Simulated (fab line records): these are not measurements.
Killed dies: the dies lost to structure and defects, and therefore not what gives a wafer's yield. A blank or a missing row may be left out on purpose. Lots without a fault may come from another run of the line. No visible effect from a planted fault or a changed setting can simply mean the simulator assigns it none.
Which tool did it? | flow nand-harc | 15 lots, 45 wafers sampled, at 3 steps of a route of 1159

== WHAT EACH GAUGE READ, for each wafer ==
No reading from a measuring or inspecting step in the record can be judged against a usual standard deviation.

== TOOL THAT RAN EACH LOT (tool first, then ch and the chambers of the sampled wafers, then the start) ==
lot  | NHARC_A_M1_PRE_CLEAN_30                 | NHARC_A_BONDPAD_CMP_29        | NHARC_A_BONDPAD_EXPOSE_06
L913 | pvd-sputter-02, day 18 01:01 or earlier | cmp-01 ch 0,1,2, day 18 01:01 | krf-scanner-02 ch 0, day 18 01:40
L916 | pvd-sputter-03, day 18 05:27 or earlier | cmp-01 ch 0,2,3, day 18 05:27 | krf-scanner-04 ch 0, day 18 06:09
L912 | pvd-sputter-03, day 18 07:55 or earlier | cmp-01 ch 2,3, day 18 07:55   | krf-scanner-02 ch 0, day 18 08:27
L917 | pvd-sputter-02, day 18 10:16 or earlier | cmp-01 ch 0,2, day 18 10:16   | krf-scanner-02 ch 0, day 18 10:50
L914 | pvd-sputter-01, day 18 13:25 or earlier | cmp-03 ch 0,3, day 18 13:25   | krf-scanner-01 ch 0, day 18 14:05
L918 | pvd-sputter-01, day 19 01:01 or earlier | cmp-03 ch 2,3, day 19 01:01   | krf-scanner-02 ch 0, day 19 01:41
L919 | pvd-sputter-01, day 19 05:53 or earlier | cmp-02 ch 0,1,2, day 19 05:53 | krf-scanner-01 ch 0, day 19 06:28
L920 | pvd-sputter-02, day 19 21:58 or earlier | cmp-02 ch 0,1,3, day 19 21:58 | krf-scanner-02 ch 0, day 19 22:39
L923 | pvd-sputter-01, day 20 08:50 or earlier | cmp-02 ch 0,1,2, day 20 08:50 | krf-scanner-01 ch 0, day 20 09:22
L922 | pvd-sputter-01, day 20 10:09 or earlier | cmp-01 ch 0,1,3, day 20 10:09 | krf-scanner-02 ch 0, day 20 10:49
L930 | pvd-sputter-01, day 22 12:37 or earlier | cmp-01 ch 1,3, day 22 12:37   | krf-scanner-04, day 22 13:08
L931 | pvd-sputter-03, day 22 13:08 or earlier | cmp-02 ch 0,2,3, day 22 13:08 | krf-scanner-02, day 22 13:46
L934 | pvd-sputter-02, day 23 02:32 or earlier | cmp-02 ch 1,2,3, day 23 02:32 | krf-scanner-01 ch 0, day 23 03:13
L932 | pvd-sputter-01, day 23 08:22 or earlier | cmp-02 ch 1,2,3, day 23 08:22 | krf-scanner-01, day 23 08:53
L935 | pvd-sputter-03, day 24 06:26 or earlier | cmp-01 ch 0,1,2, day 24 06:26 | krf-scanner-04 ch 0, day 24 07:04
- NHARC_A_M1_PRE_CLEAN_30: time 30 s.
- NHARC_A_BONDPAD_CMP_29: polishes SiCN, target thk 200 nm.
- NHARC_A_BONDPAD_EXPOSE_06: exposes mask A BPAD.

== WHAT THE TOOLS THEMSELVES READ (means of the sampled wafers that have a number; where no wafer has one, the mark that the record gives instead) ==
NHARC_A_M1_PRE_CLEAN_30. Usual: heater-power-w at 398 W, with a standard deviation of 36.
lot  | tool           | heater-power-w (W) | flag
L913 | pvd-sputter-02 | 398                |
L916 | pvd-sputter-03 | 375                |
L912 | pvd-sputter-03 | 371                |
L917 | pvd-sputter-02 | 394                |
L914 | pvd-sputter-01 | 415                |
L918 | pvd-sputter-01 | 431                |
L919 | pvd-sputter-01 | 427                |
L920 | pvd-sputter-02 | 424                |
L923 | pvd-sputter-01 | 406                |
L922 | pvd-sputter-01 | 414                |
L930 | pvd-sputter-01 | 411                |
L931 | pvd-sputter-03 | 381                |
L934 | pvd-sputter-02 | 407                |
L932 | pvd-sputter-01 | 441                |
L935 | pvd-sputter-03 | 370                |

NHARC_A_BONDPAD_CMP_29. Usual: motor-current-A 11.4 A, standard deviation 1; slurry-filter-dp-kPa 13.51 kPa, standard deviation 0.14.
lot  | tool   | motor-current-A (A) | slurry-filter-dp-kPa (kPa) | flag
L913 | cmp-01 | 12.1                | 13.46                      |
L916 | cmp-01 | 11.9                | 13.51                      |
L912 | cmp-01 | 11.8                | 13.55                      |
L917 | cmp-01 | 12.3                | 13.48                      |
L914 | cmp-03 | 11.1                | 13.44                      |
L918 | cmp-03 | 11.1                | 13.54                      |
L919 | cmp-02 | 11.5                | 13.59                      |
L920 | cmp-02 | 10.5                | 13.56                      |
L923 | cmp-02 | 11.3                | 13.53                      |
L922 | cmp-01 | 11.2                | 13.47                      |
L930 | cmp-01 | 11.1                | 13.49                      |
L931 | cmp-02 | 11.4                | 13.47                      |
L934 | cmp-02 | 11.7                | 13.52                      |
L932 | cmp-02 | 11.5                | 13.41                      |
L935 | cmp-01 | 11.9                | 13.61                      |

NHARC_A_BONDPAD_EXPOSE_06. Usual: exposure-dose-mJ-cm2 36.95, standard deviation 0.043; focus-offset-nm 0.0 nm, standard deviation 0.52.
lot  | tool           | exposure-dose-mJ-cm2 | focus-offset-nm (nm) | flag
L913 | krf-scanner-02 | 36.96                | 0.2                  |
L916 | krf-scanner-04 | 36.97                | 0.2                  |
L912 | krf-scanner-02 | 37.05                | -0.9                 |
L917 | krf-scanner-02 | 37.01                | -0.0                 |
L914 | krf-scanner-01 | 36.87                | -0.6                 |
L918 | krf-scanner-02 | 36.95                | 0.7                  |
L919 | krf-scanner-01 | 36.89                | 0.1                  |
L920 | krf-scanner-02 | 37.00                | 0.5                  |
L923 | krf-scanner-01 | 36.92                | -0.3                 |
L922 | krf-scanner-02 | 36.96                | 0.2                  |
L930 | krf-scanner-04 | -                    | -                    | OFF
L931 | krf-scanner-02 | -                    | -                    | OFF
L934 | krf-scanner-01 | 36.93                | -0.5                 |
L932 | krf-scanner-01 | -                    | -                    | OFF
L935 | krf-scanner-04 | 36.94                | 0.6                  |

== THE ANSWER, worked out from the rows above alone ==
Rule: lot off if the mean of its wafers having a number is beyond 3 standard deviations from the usual mean. Also off: a lot with no number at a reading for which 4 or more lots have one. All remaining lots with rows at the step are treated as sound. Order of review: gauges by route order, followed by the tools' own readings, for which a lot's mean as printed above is used. At the first step where some lot is off, the reading lying furthest off is the one used; lots without a number count as furthest.
Off at NHARC_A_BONDPAD_EXPOSE_06 (exposure-dose-mJ-cm2): L930, L931, L932. Without a number there: L930, L931, L932.
If a tool, at that step or one of the process steps before it, ran each lot that is off and ran no sound lot following the first of them, it fits. NHARC_A_M1_PRE_CLEAN_30 gives no start for some lots, so the hours and the order of its lots are those of NHARC_A_BONDPAD_CMP_29. No candidate that was tried fits.

== WHAT THE SIMULATOR HAD PUT IN ==
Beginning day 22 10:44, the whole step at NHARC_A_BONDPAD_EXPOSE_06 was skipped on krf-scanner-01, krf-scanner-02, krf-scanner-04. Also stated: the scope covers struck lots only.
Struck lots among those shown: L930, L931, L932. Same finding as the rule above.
